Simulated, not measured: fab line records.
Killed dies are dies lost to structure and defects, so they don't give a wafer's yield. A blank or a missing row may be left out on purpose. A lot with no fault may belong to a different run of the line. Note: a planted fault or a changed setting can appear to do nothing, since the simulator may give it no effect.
A lot that was struck, set against a sound lot    flow n5 finfet    18 out of 1938 route steps
Sound: wafers L335.1, L335.2, L335.5. Wafers struck: L341.4, L341.5, L341.6. The cause comes at the end.
Per side, at each step with rows, come the tool, then ch with its chambers, and then its first start. Under that, the readings that differ: sound wafers    struck wafers    difference of the means    sigmas: that difference in standard deviations of wafers without a fault.
alike: readings with means less than 2 such deviations apart, plus words and numbers identical on both sides. not compared: withheld readings, readings lacking a value on some wafer, bounds such as >300 that could conceal the same value, and numbers that have no deviation in the record and whose values overlap.
The two part at a step that has a row with sigmas, a row that says differs or no value, or rows on one side only. When numbers do not overlap yet have no deviation, they are printed without sigmas and do not part them. Lack of a reading on every wafer of one side parts them only where that side has two or more wafers.

N5_PASSIVATION_STRIP_14: strips in O2.
  sound on rie diel-05 ch 0,3, day 11 22:13; struck on rie diel-03 ch 0,1,3, day 14 19:20
  alike: drypump motor current A, oes product au, rf vpp V, showerhead plenum p Torr, throttle valve pct
  not compared: rf hours counter h
then, 3 steps without rows for these wafers: N5_PASSIVATION_ETCH_15 (etches SiCN in CF4/N2, target depth 75 nm, time 81.2 s); N5_PASSIVATION_STRIP_73 (strips in post etch residue remover, time 60 s); N5_PASSIVATION_SRD_17 (time 30 s, dry time 30 s).
N5_PASSIVATION_DEGAS_18: time 60 s.
  sound: pvd sputter-02 at day 11 22:28; struck: pvd sputter-03 at day 14 19:59
  alike: heater power w
N5_PASSIVATION_PRE_CLEAN_19:
  sound: pvd sputter-02 at day 11 22:30; struck: pvd sputter-03 at day 14 20:01
  alike: heater power w
N5_PASSIVATION_SPUTTER_20: material TaN, target thk 50 nm.
  sound: pvd sputter-02 at day 11 22:32; struck: pvd sputter-03 at day 14 20:04
  alike: substrate temp c, throttle valve pct
N5_PASSIVATION_AL_DEP_21: deposits Al, target thk 2800 nm, time 170 s.
  sound: pvd sputter-02 at day 11 22:38; struck: pvd sputter-03 at day 14 20:10
  alike: substrate temp c, throttle valve pct
then, 4 steps without rows for these wafers: N5_PASSIVATION_HMDS_23 (time 60 s); N5_PASSIVATION_COAT_24; N5_PASSIVATION_EBR_26; N5_PASSIVATION_SOFTBAKE_25 (time 90 s).
N5_PASSIVATION_EXPOSE_27: exposes mask PAD, defocus 0 nm.
  sound on krf scanner-02 ch 0, day 11 23:04; struck on krf scanner-02 ch 0, day 14 20:36
reading               sound                 struck                difference  sigmas
exposure dose mJ cm2  32.332 32.315 32.268  28.393 28.420 28.438  -3.888      -99 or more
  alike: mask
then, 3 steps without rows for these wafers: N5_PASSIVATION_PEB_28; N5_PASSIVATION_DEVELOP_29 (develop time 60 s); N5_PASSIVATION_HARDBAKE_31 (time 120 s).
N5_PASSIVATION_CD_MEAS_30 targets a cd of 4000 nm.
  sound on cd sem-03 ch 0, day 11 23:14; struck on cd sem-01 ch 0, day 14 20:46
reading     sound                 struck                difference  sigmas
cd nm (nm)  4000.0 4001.2 4001.0  3977.2 3976.3 3974.8  -24.6       -12
N5_PASSIVATION_OVL_MEAS_63:
  sound on overlay-01 ch 0, day 11 23:17; struck on overlay-02 ch 0, day 14 20:47
  alike: PAD_OVL

WHERE THEY PART
At N5_PASSIVATION_EXPOSE_27 first; at N5_PASSIVATION_CD_MEAS_30 last (within this record only). Later steps at which nothing parts them and some readings are alike: N5_PASSIVATION_OVL_MEAS_63.

WHY: the cause the simulator had injected
Process parameter drift: krf scanner-02, from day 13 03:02 on, at N5_PASSIVATION_EXPOSE_27. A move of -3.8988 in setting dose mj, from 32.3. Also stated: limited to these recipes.
